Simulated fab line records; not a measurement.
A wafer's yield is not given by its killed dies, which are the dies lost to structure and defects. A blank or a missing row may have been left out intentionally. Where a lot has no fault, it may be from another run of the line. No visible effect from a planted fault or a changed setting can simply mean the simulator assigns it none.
8D (eight disciplines) problem report, filled in by code / flow nand_harc / the parts of the form that need people (team, actions taken, sign-off) are left out

## 1. THE ISSUE
Wafers without a fault read 999 nm, standard deviation 9.8; thk_nm at NHARC_A_ONON_D1_THK_MEAS_30 reads a mean of 326 nm on 6 wafers belonging to 2 lots. Relative to the usual mean, that is a shift of -69 standard deviations.
The step: measures by ellipsometry.
Earliest sighting: wafer L859.1 on film_metro-01 at day 13 15:40. At this step, 42 wafers from 14 lots have a number in the record. The rule behind "out" and "out of limits": a value lying over 4 standard deviations away from the usual mean. The other wafers with a number count as sound.

## 2. WHAT IT IS, AND WHAT IT ISN'T
question=which readings at this step | is=thk_nm | is not=-
question=which lots | is=L859, L860 | is not=L846, L847, L849, L850, L851, L852, L853, L855, L856, L867, L868, L869
question=which wafers of those lots | is=all that have a number | is not=-
question=read on which gauges | is=film_metro-01 | is not=film_metro-02
question=when | is=from day 13 15:40 | is not=up to then (27 sound wafers); but 9 sound wafers of L867, L868, L869 came after

## 3. THE SUSPECTS, EACH WITH WHAT RULES IT OUT
Counting: a tool stays on the suspect list if, at a process step up to the reading, it processed all lots that are out and no sound lot following the first of them.
- the gauge at NHARC_A_ONON_D1_THK_MEAS_30: ruled out. All the wafers that are out were read on film_metro-01, but those of them that NHARC_END_SORT_01 has rows for are out there too, on other tools.
- pecvd_onon-02 at NHARC_A_ONON_D1_DEP_28 (target thk 1000 nm): ruled out as a lasting fault. After its first lot that is out, L859 (day 13 15:09), sound lots L868 ran on it.
Left after counting: nothing in the record.

## 4. THE CAUSE (what the simulator had put in)
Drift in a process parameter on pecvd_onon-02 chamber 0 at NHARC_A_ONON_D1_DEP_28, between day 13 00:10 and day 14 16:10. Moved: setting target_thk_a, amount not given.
Counting ruled it out, wrongly: the rule takes a fault to strike every lot that its tool runs from its start on, and this one did not.

## 5. SEQUENCE OF EFFECTS, ordered by route
Rows list readings where the struck wafers' mean (over those with a number) sits beyond 3 standard deviations from the usual. Scope: only readings with a usual standard deviation given in the record; hours: median across lots of the time from each lot's start at the first step in this table that gives one to its start at this step; sigmas: change in usual standard deviations.
hours=0; step=NHARC_A_ONON_D1_THK_MEAS_30; reading=thk_nm; usual=999 nm; on struck wafers=326; change=-673; sigmas=-69
hours=380; step=NHARC_END_SORT_01; reading=killed_at_array; usual=52; on struck wafers=669; change=+617; sigmas=+34
hours=380; step=NHARC_END_SORT_01; reading=killed_dies; usual=57; on struck wafers=677; change=+620; sigmas=+36

## 6. HOW IT WOULD HAVE BEEN CAUGHT EARLIER
In this record the first reading out of limits at a measuring or inspecting step was taken at day 13 15:40, 16 hours after the fault began at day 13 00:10.
